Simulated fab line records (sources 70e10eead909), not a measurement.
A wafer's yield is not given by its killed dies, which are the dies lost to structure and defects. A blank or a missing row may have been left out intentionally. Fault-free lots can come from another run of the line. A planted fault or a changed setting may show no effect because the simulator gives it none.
Which tool did it? / flow nandHarc / 42 wafers from 14 lots sampled at 2 of the route's 1302 steps

## WHAT THE GAUGES READ, wafer by wafer
NHARC_A_CHANNEL_HOLE_D2_OVL_MEAS_11.
lot=L872; measured=day 13 15:27; on=overlay-02; overlayXNm (nm)=0.9 0.9 0.5; overlayYNm (nm)=-1.5 -1.3 -1.3
lot=L873; measured=day 13 15:44; on=overlay-01; overlayXNm (nm)=-1.3 -1.6 -1.4; overlayYNm (nm)=-0.3 -0.1 -0.2
lot=L874; measured=day 14 03:49; on=overlay-02; overlayXNm (nm)=0.3 -0.4 0.0; overlayYNm (nm)=0.0 -0.8 0.2
lot=L876; measured=day 14 14:20; on=overlay-02; overlayXNm (nm)=-0.6 -0.2 -0.3; overlayYNm (nm)=-0.6 -0.6 -0.7
lot=L878; measured=day 15 21:14; on=overlay-02; overlayXNm (nm)=-0.3 -1.2 -1.1; overlayYNm (nm)=0.7 0.7 0.3
lot=L880; measured=day 16 16:43; on=overlay-01; overlayXNm (nm)=0.4 -0.6 0.3; overlayYNm (nm)=0.2 0.1 0.5
lot=L885; measured=day 18 03:53; on=overlay-02; overlayXNm (nm)=0.9 0.5 0.2; overlayYNm (nm)=0.6 0.7 0.9
lot=L888; measured=day 20 07:51; on=overlay-02; overlayXNm (nm)=1.0 0.9 1.4; overlayYNm (nm)=-2.2 -1.6 -1.3
lot=L889; measured=day 20 17:19; on=overlay-02; overlayXNm (nm)=-1.0 -0.6 -1.2; overlayYNm (nm)=-0.3 -0.5 0.1
lot=L891; measured=day 21 02:44; on=overlay-01; overlayXNm (nm)=-0.1 -0.5 0.1; overlayYNm (nm)=-0.3 -0.3 -0.4
lot=L892; measured=day 21 10:50; on=overlay-01; overlayXNm (nm)=0.1 -0.3 -0.2; overlayYNm (nm)=-1.9 -1.6 -1.7
lot=L893; measured=day 22 00:05; on=overlay-01; overlayXNm (nm)=1.4 1.2 1.3; overlayYNm (nm)=0.7 -0.2 0.6
lot=L894; measured=day 22 10:26; on=overlay-02; overlayXNm (nm)=0.4 0.6 0.7; overlayYNm (nm)=-0.2 -0.8 -0.5
lot=L895; measured=day 22 16:16; on=overlay-01; overlayXNm (nm)=-1.8 -1.8 -1.8; overlayYNm (nm)=-0.5 -0.1 -0.2

## WHAT TOOL EACH LOT RAN ON (gives the tool, then ch and the chambers of the sampled wafers, and finally the start)
lot=L872; NHARC_A_CHANNEL_HOLE_D2_DEP_00=aclDep-02 ch 0, day 13 12:43
lot=L873; NHARC_A_CHANNEL_HOLE_D2_DEP_00=aclDep-03 ch 0, day 13 12:59
lot=L874; NHARC_A_CHANNEL_HOLE_D2_DEP_00=aclDep-01 ch 0, day 14 01:31
lot=L876; NHARC_A_CHANNEL_HOLE_D2_DEP_00=aclDep-03 ch 0, day 14 08:40
lot=L878; NHARC_A_CHANNEL_HOLE_D2_DEP_00=aclDep-03 ch 0, day 15 18:28
lot=L880; NHARC_A_CHANNEL_HOLE_D2_DEP_00=aclDep-02 ch 0, day 16 12:11
lot=L885; NHARC_A_CHANNEL_HOLE_D2_DEP_00=aclDep-01 ch 0, day 18 01:29
lot=L888; NHARC_A_CHANNEL_HOLE_D2_DEP_00=aclDep-03 ch 0, day 20 05:26
lot=L889; NHARC_A_CHANNEL_HOLE_D2_DEP_00=aclDep-02 ch 0, day 20 14:35
lot=L891; NHARC_A_CHANNEL_HOLE_D2_DEP_00=aclDep-02 ch 0, day 21 00:57
lot=L892; NHARC_A_CHANNEL_HOLE_D2_DEP_00=aclDep-02 ch 0, day 21 08:07
lot=L893; NHARC_A_CHANNEL_HOLE_D2_DEP_00=aclDep-03 ch 0, day 21 21:59
lot=L894; NHARC_A_CHANNEL_HOLE_D2_DEP_00=aclDep-02 ch 0, day 22 07:43
lot=L895; NHARC_A_CHANNEL_HOLE_D2_DEP_00=aclDep-01 ch 0, day 22 14:14
- NHARC_A_CHANNEL_HOLE_D2_DEP_00: deposits aC, target thk 3100 nm.

## AS READ BY THE TOOLS THEMSELVES (means over the sampled wafers that have a number; for cases with no such wafer, the mark the record gives instead)
NHARC_A_CHANNEL_HOLE_D2_DEP_00.
lot=L872; tool=aclDep-02; throttleValvePct (%)=34.994
lot=L873; tool=aclDep-03; throttleValvePct (%)=35.007
lot=L874; tool=aclDep-01; throttleValvePct (%)=34.991
lot=L876; tool=aclDep-03; throttleValvePct (%)=35.001
lot=L878; tool=aclDep-03; throttleValvePct (%)=35.001
lot=L880; tool=aclDep-02; throttleValvePct (%)=34.997
lot=L885; tool=aclDep-01; throttleValvePct (%)=35.000
lot=L888; tool=aclDep-03; throttleValvePct (%)=35.004
lot=L889; tool=aclDep-02; throttleValvePct (%)=34.998
lot=L891; tool=aclDep-02; throttleValvePct (%)=34.992
lot=L892; tool=aclDep-02; throttleValvePct (%)=35.001
lot=L893; tool=aclDep-03; throttleValvePct (%)=34.990
lot=L894; tool=aclDep-02; throttleValvePct (%)=34.998
lot=L895; tool=aclDep-01; throttleValvePct (%)=34.992

## THE ANSWER, worked out from the rows above alone
Rule: what is usual is taken from the lots themselves. The widest of any qualifying gaps counts: lots, ordered by their means at a reading, are off when they make up no more than a third of the lots, leave a main group of 4 or more, and stand apart from it by 3 or more times the standard deviation of that group's means. Not used: any main group whose means are identical at the precision the tables above print for the reading. A lot without any number at a reading at which 4 lots or more have one is off too. Any other lot the step has rows for is counted as sound. The gauges are gone through in route order, then the tools' own readings, and for those a lot's mean is taken as printed above. At the first step where some lot is off, the reading lying furthest off is the one used; lots without a number count as furthest.
No lot is off at any reading shown: from this, nothing can be told.

## WHAT THE SIMULATOR HAD INSERTED
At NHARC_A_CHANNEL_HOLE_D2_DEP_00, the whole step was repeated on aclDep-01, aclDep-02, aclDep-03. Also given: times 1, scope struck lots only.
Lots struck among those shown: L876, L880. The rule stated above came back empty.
